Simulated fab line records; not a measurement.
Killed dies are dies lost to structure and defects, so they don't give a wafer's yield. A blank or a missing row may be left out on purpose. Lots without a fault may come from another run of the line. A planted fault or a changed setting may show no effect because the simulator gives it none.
3 desks looking at one fault ; flow nand harc ; every desk sees just its own numbers, and what lay behind them comes last

AT THE TOOL OWNER'S DESK: pvd sputter-03
The tool's own readings at NHARC_A_M0_PVD_21 (deposits Cu, target thk 30 nm, time 20.49 s): means of the sampled wafers that have a number, for each lot that ran on this tool. If a lot's mean is further than 4 standard deviations from the usual mean, the lot is out of limits and carries the mark OUT (the distance appears in the brackets).
Columns: A = throttle valve pct at NHARC_A_M0_PVD_21, usual 29.8 %
lot;first seen here;A
L465;day 24 01:55;29.8
L483;day 31 08:40;29.7
L484;day 31 17:26;29.4
This desk's finding: nothing out of limits on any of the 3 lots.

THE DEFECT DESK
What the inspections along the route counted, lot by lot: means of the sampled wafers that have a number. If a lot's mean is further than 4 standard deviations from the usual mean, the lot is out of limits and carries the mark OUT (the distance appears in the brackets).
Columns: A = raw defect count at NHARC_A_M0_INSPECT_11, usual 82
lot;first seen here;A
L465;day 24 00:43;75
L470;day 25 18:59;171
L471;day 28 03:43;96
L483;day 31 07:25;78
L484;day 31 16:13;51
L485;day 32 23:07;114
This desk's finding: nothing out of limits on any of the 6 lots.

AT THE METROLOGY DESK
Means of the sampled wafers that have a number, per lot and without regard to the tool the lot ran on: this is what the gauges read. If a lot's mean is further than 4 standard deviations from the usual mean, the lot is out of limits and carries the mark OUT (the distance appears in the brackets). It has 8 readings; the 7 that lie furthest out on some lot are the ones shown.
Columns: A = cd nm at NHARC_A_M0_CD_MEAS_09, usual 79.7 nm; B = overlay x nm at NHARC_A_M0_OVL_MEAS_10, usual 0.3 nm; C = overlay y nm at NHARC_A_M0_OVL_MEAS_10, usual 0.0 nm; D = cd nm at NHARC_A_M0_CD_MEAS_16, usual 79.7 nm; E = cd nm at NHARC_A_M1_CD_MEAS_09, usual 120.1 nm; F = overlay y nm at NHARC_A_M1_OVL_MEAS_10, usual 0.1 nm; G = cd nm at NHARC_A_M1_CD_MEAS_16, usual 120.3 nm
lot;first seen here;A;B;C;D;E;F;G
L465;day 24 00:36;80.4;0.2;0.2;79.7;119.3;-0.7;118.9
L470;day 25 18:52;78.7;-0.1;0.4;78.5;120.7;0.1;120.7
L471;day 28 03:35;80.0;-0.4;-0.8;80.2;121.8;-0.7;122.5
L483;day 31 07:17;79.3;1.1;0.6;79.1;120.0;0.7;119.7
L484;day 31 16:06;79.5;0.4;-0.2;79.6;119.9;-0.0;119.8
L485;day 32 23:00;79.3;0.2;-1.5;79.3;120.4;-0.2;120.9
This desk's finding: nothing out of limits on any of the 6 lots.

ALL TOGETHER
The desk of the tool owner found nothing out of limits.
Nothing out of limits was seen by the defect desk.
From the metrology desk's view, nothing was out of limits.

WHAT THE SIMULATOR PUT IN
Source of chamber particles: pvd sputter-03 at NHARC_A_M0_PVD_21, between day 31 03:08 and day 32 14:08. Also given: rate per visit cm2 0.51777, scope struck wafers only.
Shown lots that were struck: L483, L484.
